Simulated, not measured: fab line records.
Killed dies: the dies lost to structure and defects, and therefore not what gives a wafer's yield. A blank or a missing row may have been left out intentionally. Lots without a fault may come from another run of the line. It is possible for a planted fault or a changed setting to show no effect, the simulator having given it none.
Chamber matching + flow n5Finfet + 4 sister chambers for N5_FIN_CUT_CUT_ETCH_27 on rieDiel-03
The step etches SiO2 in CHF3/O2, target depth 4 nm, overetch 2 nm, time 4.9 s. 16 wafers are shown with their chamber, then 8 later ones without.

== EACH WAFER AND ITS CHAMBER ==
| wafer  | chamber | drypumpMotorCurrentA (A) | rfVppV (V) | showerheadPlenumPTorr (Torr) |
|--------|---------|--------------------------|------------|------------------------------|
| L075.2 | 0       | 6.0                      | 544        | 2.44                         |
| L075.3 | 2       | 5.8                      | 514        | 2.45                         |
| L075.6 | 1       | 6.6                      | 539        | 2.40                         |
| L078.2 | 0       | 6.0                      | 547        | 2.44                         |
| L078.3 | 1       | 6.6                      | 537        | 2.40                         |
| L078.5 | 2       | 5.8                      | 515        | 2.45                         |
| L084.3 | 0       | 6.0                      | 546        | 2.43                         |
| L084.4 | 1       | 6.6                      | 539        | 2.39                         |
| L084.6 | 3       | 6.5                      | 515        | 2.59                         |
| L086.1 | 3       | 6.6                      | 515        | 2.59                         |
| L086.3 | 0       | 6.0                      | 547        | 2.43                         |
| L086.6 | 1       | 6.6                      | 538        | 2.39                         |
| L087.2 | 2       | 5.8                      | 515        | 2.44                         |
| L087.5 | 1       | 6.6                      | 537        | 2.39                         |
| L087.6 | 2       | 5.8                      | 514        | 2.44                         |
| L088.1 | 3       | 6.5                      | 515        | 2.59                         |

SIGNATURES (means of the wafers above)
| reading               | chamber 0 | chamber 1 | chamber 2 | chamber 3 | scatter within a chamber |
|-----------------------|-----------|-----------|-----------|-----------|--------------------------|
| drypumpMotorCurrentA  | 6.000     | 6.600     | 5.800     | 6.533     | 0.0236                   |
| rfVppV                | 546.00    | 538.00    | 514.50    | 515.00    | 0.957                    |
| showerheadPlenumPTorr | 2.4350    | 2.3940    | 2.4450    | 2.5900    | 0.00516                  |
Rule: distance of a wafer from a chamber = root of the sum over the readings of ((wafer's reading minus chamber's mean) / reading's scatter) squared. The wafer belongs to the nearest chamber; if the next one is less than 2 further off, it can't be placed. The scatter: take each reading less its chamber's mean, square it, sum over the shown wafers, divide by the number of wafers less the number of chambers, and take the root.

== WAFERS MISSING THEIR CHAMBER ==
| wafer  | drypumpMotorCurrentA (A) | rfVppV (V) | showerheadPlenumPTorr (Torr) |
|--------|--------------------------|------------|------------------------------|
| L088.4 | 6.0                      | 547        | 2.43                         |
| L088.5 | 5.8                      | 513        | 2.44                         |
| L089.1 | 6.5                      | 517        | 2.59                         |
| L089.4 | 5.8                      | 513        | 2.44                         |
| L089.6 | 6.5                      | 516        | 2.59                         |
| L097.2 | 6.5                      | 515        | 2.58                         |
| L097.3 | 5.8                      | 514        | 2.43                         |
| L097.6 | 5.8                      | 514        | 2.43                         |

== WHICH CHAMBER EACH WENT THROUGH ==
| wafer  | from the rows above | in truth |
|--------|---------------------|----------|
| L088.4 | 0                   | 0        |
| L088.5 | 2                   | 2        |
| L089.1 | 3                   | 3        |
| L089.4 | 2                   | 2        |
| L089.6 | 3                   | 3        |
| L097.2 | 3                   | 3        |
| L097.3 | 2                   | 2        |
| L097.6 | 2                   | 2        |
Placed correctly: 8 of 8. Number that these rows cannot place: 0. 0 placed wrongly.
